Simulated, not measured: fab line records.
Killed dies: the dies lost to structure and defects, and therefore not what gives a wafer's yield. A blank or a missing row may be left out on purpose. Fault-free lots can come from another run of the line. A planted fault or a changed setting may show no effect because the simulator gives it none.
Split-lot trial :: flow n5Finfet :: 7 lots, 21 wafers read, on a route of 1938 steps

THE SPLIT ITSELF
At N5_BEOL_M12_ETCH_38 (etches SiCN in CF4/N2, target depth 68.7 nm, time 73.4 s), the setting timeS was moved away from the recipe's 73.4 s on 6 of the 21 wafers read, by -16.0% to +8.9%. This setting was run at the recipe's value on the other wafers.

Reading taken at the split's own step.

THE READING
etch.depthNm (the simulator's own value, which no gauge read), in nm, at N5_BEOL_M12_ETCH_38 (etches SiCN in CF4/N2, target depth 68.7 nm, time 73.4 s). No usual value for it is given in the file. Average 60.03 nm, standard deviation 1.6 nm, over the 15 wafers here run with the recipe.

wafer: L074.1
tool, chamber at the split: rieDiel-01, 3
timeS as run, s: 73.4
against the recipe: recipe
etch.depthNm, nm: 60.38
against lot-mates on the recipe: -

wafer: L074.3
tool, chamber at the split: rieDiel-01, 0
timeS as run, s: 66.74
against the recipe: -9.1%
etch.depthNm, nm: 53.73
against lot-mates on the recipe: -6.96

wafer: L074.5
tool, chamber at the split: rieDiel-01, 3
timeS as run, s: 73.4
against the recipe: recipe
etch.depthNm, nm: 61
against lot-mates on the recipe: -

wafer: L077.1
tool, chamber at the split: rieDiel-06, 1
timeS as run, s: 73.4
against the recipe: recipe
etch.depthNm, nm: 61.5
against lot-mates on the recipe: -

wafer: L077.2
tool, chamber at the split: rieDiel-06, 2
timeS as run, s: 73.4
against the recipe: recipe
etch.depthNm, nm: 64.1
against lot-mates on the recipe: -

wafer: L077.4
tool, chamber at the split: rieDiel-06, 0
timeS as run, s: 77.78
against the recipe: +6.0%
etch.depthNm, nm: 62.1
against lot-mates on the recipe: -0.70

wafer: L076.1
tool, chamber at the split: rieDiel-01, 0
timeS as run, s: 79.92
against the recipe: +8.9%
etch.depthNm, nm: 64.09
against lot-mates on the recipe: +3.38

wafer: L076.4
tool, chamber at the split: rieDiel-01, 3
timeS as run, s: 73.4
against the recipe: recipe
etch.depthNm, nm: 60.71
against lot-mates on the recipe: -

wafer: L076.6
tool, chamber at the split: rieDiel-01, 2
timeS as run, s: 79.92
against the recipe: +8.9%
etch.depthNm, nm: 64.46
against lot-mates on the recipe: +3.75

wafer: L079.1
tool, chamber at the split: rieDiel-01, 1
timeS as run, s: 73.4
against the recipe: recipe
etch.depthNm, nm: 60.05
against lot-mates on the recipe: -

wafer: L079.2
tool, chamber at the split: rieDiel-01, 0
timeS as run, s: 73.4
against the recipe: recipe
etch.depthNm, nm: 59.38
against lot-mates on the recipe: -

wafer: L079.6
tool, chamber at the split: rieDiel-01, 3
timeS as run, s: 73.4
against the recipe: recipe
etch.depthNm, nm: 60.01
against lot-mates on the recipe: -

wafer: L083.1
tool, chamber at the split: rieDiel-01, 0
timeS as run, s: 73.4
against the recipe: recipe
etch.depthNm, nm: 59.43
against lot-mates on the recipe: -

wafer: L083.2
tool, chamber at the split: rieDiel-01, 1
timeS as run, s: 61.69
against the recipe: -16.0%
etch.depthNm, nm: 50.87
against lot-mates on the recipe: -8.39

wafer: L083.5
tool, chamber at the split: rieDiel-01, 0
timeS as run, s: 73.4
against the recipe: recipe
etch.depthNm, nm: 59.09
against lot-mates on the recipe: -

wafer: L086.2
tool, chamber at the split: rieDiel-04, 3
timeS as run, s: 73.4
against the recipe: recipe
etch.depthNm, nm: 57.73
against lot-mates on the recipe: -

wafer: L086.3
tool, chamber at the split: rieDiel-04, 1
timeS as run, s: 73.4
against the recipe: recipe
etch.depthNm, nm: 60.26
against lot-mates on the recipe: -

wafer: L086.6
tool, chamber at the split: rieDiel-04, 1
timeS as run, s: 73.4
against the recipe: recipe
etch.depthNm, nm: 59.97
against lot-mates on the recipe: -

wafer: L087.1
tool, chamber at the split: rieDiel-04, 1
timeS as run, s: 78.13
against the recipe: +6.4%
etch.depthNm, nm: 63.69
against lot-mates on the recipe: +5.30

wafer: L087.3
tool, chamber at the split: rieDiel-04, 3
timeS as run, s: 73.4
against the recipe: recipe
etch.depthNm, nm: 56.82
against lot-mates on the recipe: -

wafer: L087.6
tool, chamber at the split: rieDiel-04, 1
timeS as run, s: 73.4
against the recipe: recipe
etch.depthNm, nm: 59.97
against lot-mates on the recipe: -

FIT RESULTS
A straight line over all 21 wafers: etch.depthNm changes by +0.552 nm for each +1% of timeS; r = +0.90; the points scatter about the line by 1.5 nm.
The same after taking each lot's own level away (the mean of its wafers on the recipe; 21 wafers): +0.51 nm for each +1%; r = +0.90; scatter 1.4 nm.
According to that fit, moving timeS by its largest amount changes the reading by 8.1 nm.
Measured against the standard deviation above, the lots' own levels, which go from 58.395 to 62.800 nm, span 2.8 times it.
Hence the lot-to-lot level has little effect on the slope; both slopes agree.
Check: -8.49 nm against its lot-mates is what the line predicts for one of the wafers moved furthest among these (-16.0%) when that wafer is left out of the fit. Against them it came out at -8.39 nm.

THESE WAFERS: OTHER SPLITS
These wafers also went through other splits before the reading. Each is held against what the fit with the lots' levels taken away leaves over:
other split on the same wafers: N5_BEOL_M10_COAT_60 spinRpm
wafers away from the commonest value: 3
r with etch.depthNm (lot level and that fit taken away): +0.16

other split on the same wafers: N5_BEOL_M11_DESCUM_16 timeS
wafers away from the commonest value: 13
r with etch.depthNm (lot level and that fit taken away): +0.47

other split on the same wafers: N5_BEOL_M11_COAT_63 spinRpm
wafers away from the commonest value: 6
r with etch.depthNm (lot level and that fit taken away): +0.45

other split on the same wafers: N5_BEOL_M11_COAT_22 spinRpm
wafers away from the commonest value: 5
r with etch.depthNm (lot level and that fit taken away): +0.00

other split on the same wafers: N5_BEOL_M11_PEB_26 pebTimeS
wafers away from the commonest value: 10
r with etch.depthNm (lot level and that fit taken away): +0.07

THE FILE'S OWN FIT
etch.depthNm changes by +0.525 nm for each +1% of timeS, r = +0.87.
